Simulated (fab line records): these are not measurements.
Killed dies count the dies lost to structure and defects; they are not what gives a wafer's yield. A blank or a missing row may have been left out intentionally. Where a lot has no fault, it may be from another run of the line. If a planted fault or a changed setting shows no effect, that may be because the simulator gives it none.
Which tool is to blame?	flow nandHarc	24 lots with 72 wafers sampled at 5 steps, on a route of 1159 steps

WHAT THE GAUGES READ, wafer by wafer
NHARC_P_M2_OVL_MEAS_10: pitch 340 nm.
lot	measured	on	overlayXNm (nm)	overlayYNm (nm)
L074	day 6 07:08	overlay-02	0.0 0.1 0.5	-0.3 -0.3 -1.0
L076	day 6 14:23	overlay-02	-0.5 -0.2 -0.4	0.0 -0.6 -0.6
L075	day 6 17:47	overlay-02	-2.0 -1.5 -1.8	-0.6 -0.8 -0.2
L077	day 6 19:11	overlay-01	0.7 1.1 0.5	0.8 0.8 0.7
L078	day 7 08:34	overlay-02	0.4 0.2 1.0	-0.3 -0.6 0.1
L079	day 7 08:58	overlay-01	1.0 0.5 0.7	-1.7 -1.4 -1.7
L080	day 7 10:20	overlay-02	-0.6 -0.9 -0.6	1.3 1.3 1.5
L081	day 7 18:17	overlay-01	0.1 -0.4 0.8	-0.9 0.0 -0.4
L082	day 8 02:56	overlay-01	-0.9 -1.0 -1.3	1.4 1.4 1.1
L083	day 8 09:23	overlay-02	0.3 -0.1 -0.2	1.1 1.5 0.8
L085	day 8 18:29	overlay-01	0.6 1.5 1.4	-1.6 -0.8 -1.5
L084	day 8 19:34	overlay-01	0.0 -0.1 0.5	0.3 -0.5 -0.2
L086	day 9 08:17	overlay-02	-0.5 -0.2 -0.5	-0.2 -0.5 -0.2
L087	day 9 09:14	overlay-01	1.2 0.5 1.2	-0.1 -0.3 0.3
L088	day 10 05:22	overlay-02	0.4 0.7 0.4	-1.5 -1.1 -0.7
L089	day 10 07:20	overlay-01	-0.8 -1.1 -0.1	1.0 1.0 1.1
L091	day 10 10:08	overlay-01	0.5 0.1 0.3	1.1 0.9 1.3
L090	day 10 11:08	overlay-02	0.3 0.6 0.5	-0.1 -0.9 -0.4
L092	day 10 14:01	overlay-02	1.2 0.7 1.3	0.6 0.1 0.6
L093	day 10 16:55	overlay-01	0.8 0.3 0.7	-1.1 -0.4 -0.8
L094	day 11 04:05	overlay-01	-0.3 0.0 0.3	0.0 0.1 0.3
L095	day 11 15:04	overlay-01	-0.5 -0.2 -0.8	-0.4 -0.8 -1.0
L096	day 11 15:43	overlay-01	0.5 0.4 0.7	-1.3 -1.8 -1.7
L097	day 11 20:54	overlay-01	1.7 1.6 1.6	0.0 0.7 0.2

NHARC_P_BONDPAD_THK_MEAS_33: measures by ellipsometry.
lot	measured	on	thkNm (nm)
L074	day 6 11:15	filmMetro-02	201.7 201.7 200.5
L076	day 6 18:30	filmMetro-01	199.4 201.9 200.3
L075	day 6 22:06	filmMetro-02	200.0 199.3 200.7
L077	day 6 23:18	filmMetro-02	200.8 199.3 197.3
L078	day 7 12:27	filmMetro-01	201.2 199.7 197.1
L079	day 7 13:29	filmMetro-02	200.1 198.4 199.5
L080	day 7 14:26	filmMetro-02	201.4 201.4 198.8
L081	day 7 22:25	filmMetro-02	200.5 199.3 200.3
L082	day 8 06:50	filmMetro-02	202.8 201.0 200.9
L083	day 8 13:24	filmMetro-01	202.7 201.2 200.7
L085	day 8 22:22	filmMetro-02	199.3 197.8 199.3
L084	day 8 23:29	filmMetro-02	199.4 202.3 197.7
L086	day 9 12:10	filmMetro-02	200.2 203.4 200.6
L087	day 9 13:21	filmMetro-02	201.5 200.4 200.3
L088	day 10 09:17	filmMetro-01	199.0 199.9 199.8
L089	day 10 11:12	filmMetro-01	201.0 200.2 198.2
L091	day 10 14:06	filmMetro-02	198.3 197.9 199.3
L090	day 10 15:07	filmMetro-02	203.4 206.0 200.9
L092	day 10 17:55	filmMetro-01	200.7 203.4 202.4
L093	day 10 20:52	filmMetro-01	199.9 198.7 197.2
L094	day 11 08:10	filmMetro-01	202.0 201.6 201.6
L095	day 11 18:58	filmMetro-01	199.8 201.2 199.5
L096	day 11 19:43	filmMetro-02	200.2 200.9 198.0
L097	day 12 00:50	filmMetro-02	200.8 200.3 199.8

TOOL THAT RAN EACH LOT (tool first, then ch and the chambers of the sampled wafers, then the start)
lot	NHARC_P_M2_ANNEAL_31	NHARC_P_M2_CMP_23	NHARC_P_BONDPAD_DEP_00
L074	rtpAnneal-02 ch 0, day 6 09:03	cmp-01 ch 0,2,3, day 6 09:23	pecvd-02 ch 0,1,2, day 6 10:35
L076	rtpAnneal-01 ch 0, day 6 16:19	cmp-03 ch 0,1,3, day 6 16:40	pecvd-03 ch 0,1,2, day 6 17:50
L075	rtpAnneal-01 ch 0, day 6 19:57	cmp-01 ch 0,2,3, day 6 20:18	pecvd-02 ch 0,2, day 6 21:26
L077	rtpAnneal-02 ch 0, day 6 21:10	cmp-03 ch 0,3, day 6 21:28	pecvd-01 ch 0,1, day 6 22:30
L078	rtpAnneal-02 ch 0, day 7 10:29	cmp-03 ch 2,3, day 7 10:46	pecvd-01 ch 0,1, day 7 12:27 or earlier
L079	rtpAnneal-01 ch 0, day 7 11:07	cmp-03 ch 0,2,3, day 7 11:46	pecvd-01 ch 0,1,2, day 7 13:29 or earlier
L080	rtpAnneal-02 ch 0, day 7 12:19	cmp-03 ch 1,2,3, day 7 12:40	pecvd-03 ch 0,1,2, day 7 14:26 or earlier
L081	rtpAnneal-02 ch 0, day 7 20:17	cmp-03 ch 0,1,3, day 7 20:35	pecvd-01 ch 0,1, day 7 21:48
L082	rtpAnneal-02 ch 0, day 8 04:47	cmp-04 ch 1,2,3, day 8 05:10	pecvd-02 ch 1,2, day 8 06:10
L083	rtpAnneal-01 ch 0, day 8 11:22	cmp-04 ch 1,2, day 8 11:43	pecvd-03 ch 1,2, day 8 12:50
L085	rtpAnneal-01 ch 0, day 8 20:23	cmp-03 ch 2,3, day 8 20:41	pecvd-01 ch 1,2, day 8 21:46
L084	rtpAnneal-02 ch 0, day 8 21:35	cmp-03 ch 0,2,3, day 8 21:52	pecvd-02 ch 0,1,2, day 8 22:56
L086	rtpAnneal-02 ch 0, day 9 10:08	cmp-03 ch 0,2,3, day 9 10:29	pecvd-01 ch 0,1,2, day 9 11:31
L087	rtpAnneal-01 ch 0, day 9 11:14	cmp-03 ch 0,1,3, day 9 11:32	pecvd-02 ch 1,2, day 9 12:42
L088	rtpAnneal-01 ch 0, day 10 07:20	cmp-04 ch 0,1,3, day 10 07:41	pecvd-03 ch 0,2, day 10 08:43
L089	rtpAnneal-01 ch 0, day 10 09:15	cmp-04 ch 1,2, day 10 09:34	pecvd-02 ch 0,1,2, day 10 11:12 or earlier
L091	rtpAnneal-02 ch 0, day 10 12:04	cmp-01 ch 0,1,2, day 10 12:24	pecvd-02 ch 0,1, day 10 14:06 or earlier
L090	rtpAnneal-01 ch 0, day 10 13:01	cmp-04 ch 0,2,3, day 10 13:22	pecvd-03 ch 0,2, day 10 14:26
L092	rtpAnneal-02 ch 0, day 10 15:53	cmp-01 ch 0,2,3, day 10 16:15	pecvd-03 ch 0,1,2, day 10 17:16
L093	rtpAnneal-02 ch 0, day 10 18:47	cmp-04 ch 0,1,3, day 10 19:12	pecvd-02 ch 1,2, day 10 20:13
L094	rtpAnneal-02 ch 0, day 11 06:11	cmp-01 ch 0,1,2, day 11 06:28	pecvd-02 ch 0,2, day 11 07:31
L095	rtpAnneal-01 ch 0, day 11 17:01	cmp-04 ch 0,3, day 11 17:16	pecvd-01 ch 0,1,2, day 11 18:21
L096	rtpAnneal-02 ch 0, day 11 17:34	cmp-04 ch 2,3, day 11 17:55	pecvd-01 ch 0,2, day 11 19:06
L097	rtpAnneal-02 ch 0, day 11 22:48	cmp-03 ch 1,2,3, day 11 23:11	pecvd-03 ch 0,1,2, day 12 00:10
- NHARC_P_M2_ANNEAL_31: time 90 s.
- NHARC_P_M2_CMP_23: polishes, t overpolish 20 s, target thk 144.3 nm.
- NHARC_P_BONDPAD_DEP_00: deposits SiCN, target thk 250 nm.

WHAT THE TOOLS THEMSELVES READ (means of the sampled wafers that have a number; where no wafer has one, the mark that the record gives instead)
NHARC_P_M2_ANNEAL_31.
lot	tool	wafer_temp_C_max
L074	rtpAnneal-02	226.4
L076	rtpAnneal-01	225.5
L075	rtpAnneal-01	225.7
L077	rtpAnneal-02	226.2
L078	rtpAnneal-02	226.5
L079	rtpAnneal-01	225.9
L080	rtpAnneal-02	226.2
L081	rtpAnneal-02	226.2
L082	rtpAnneal-02	226.5
L083	rtpAnneal-01	225.5
L085	rtpAnneal-01	225.6
L084	rtpAnneal-02	226.0
L086	rtpAnneal-02	226.4
L087	rtpAnneal-01	225.6
L088	rtpAnneal-01	226.1
L089	rtpAnneal-01	225.9
L091	rtpAnneal-02	226.4
L090	rtpAnneal-01	225.5
L092	rtpAnneal-02	226.4
L093	rtpAnneal-02	226.3
L094	rtpAnneal-02	226.5
L095	rtpAnneal-01	225.7
L096	rtpAnneal-02	226.1
L097	rtpAnneal-02	226.2

NHARC_P_M2_CMP_23.
lot	tool	motorCurrentA (A)	timeToEndpointS (s)
L074	cmp-01	12.3	27
L076	cmp-03	11.4	26
L075	cmp-01	12.2	28
L077	cmp-03	11.6	29
L078	cmp-03	10.8	28
L079	cmp-03	10.7	28
L080	cmp-03	10.5	28
L081	cmp-03	11.4	24
L082	cmp-04	11.4	33
L083	cmp-04	9.9	31
L085	cmp-03	9.6	29
L084	cmp-03	10.7	29
L086	cmp-03	10.9	28
L087	cmp-03	11.4	27
L088	cmp-04	11.3	31
L089	cmp-04	10.3	31
L091	cmp-01	12.6	27
L090	cmp-04	11.7	29
L092	cmp-01	11.9	25
L093	cmp-04	11.5	29
L094	cmp-01	12.4	31
L095	cmp-04	11.9	31
L096	cmp-04	11.9	30
L097	cmp-03	10.5	28

NHARC_P_BONDPAD_DEP_00.
lot	tool	heaterPowerW (W)
L074	pecvd-02	572
L076	pecvd-03	620
L075	pecvd-02	555
L077	pecvd-01	617
L078	pecvd-01	590
L079	pecvd-01	607
L080	pecvd-03	598
L081	pecvd-01	597
L082	pecvd-02	637
L083	pecvd-03	629
L085	pecvd-01	650
L084	pecvd-02	576
L086	pecvd-01	641
L087	pecvd-02	650
L088	pecvd-03	574
L089	pecvd-02	612
L091	pecvd-02	547
L090	pecvd-03	549
L092	pecvd-03	577
L093	pecvd-02	579
L094	pecvd-02	582
L095	pecvd-01	661
L096	pecvd-01	598
L097	pecvd-03	649

THE ANSWER, worked out from the rows above alone
Rule: the usual values come from the lots themselves. The widest of any qualifying gaps counts: lots, ordered by their means at a reading, are off when they make up no more than a third of the lots, leave a main group of 4 or more, and stand apart from it by 3 or more times the standard deviation of that group's means. A main group whose means are all the same, to the digits that the tables above print for the reading, isn't used. A lot without any number at a reading at which 4 lots or more have one is off too. The other lots that the step has rows for count as sound. Order of review: gauges by route order, followed by the tools' own readings, for which a lot's mean as printed above is used. At the first step where some lot is off, the reading lying furthest off is the one used; lots without a number count as furthest.
Nothing can be told from this: no lot is off at any reading shown.

WHAT THE SIMULATOR HAD INSERTED
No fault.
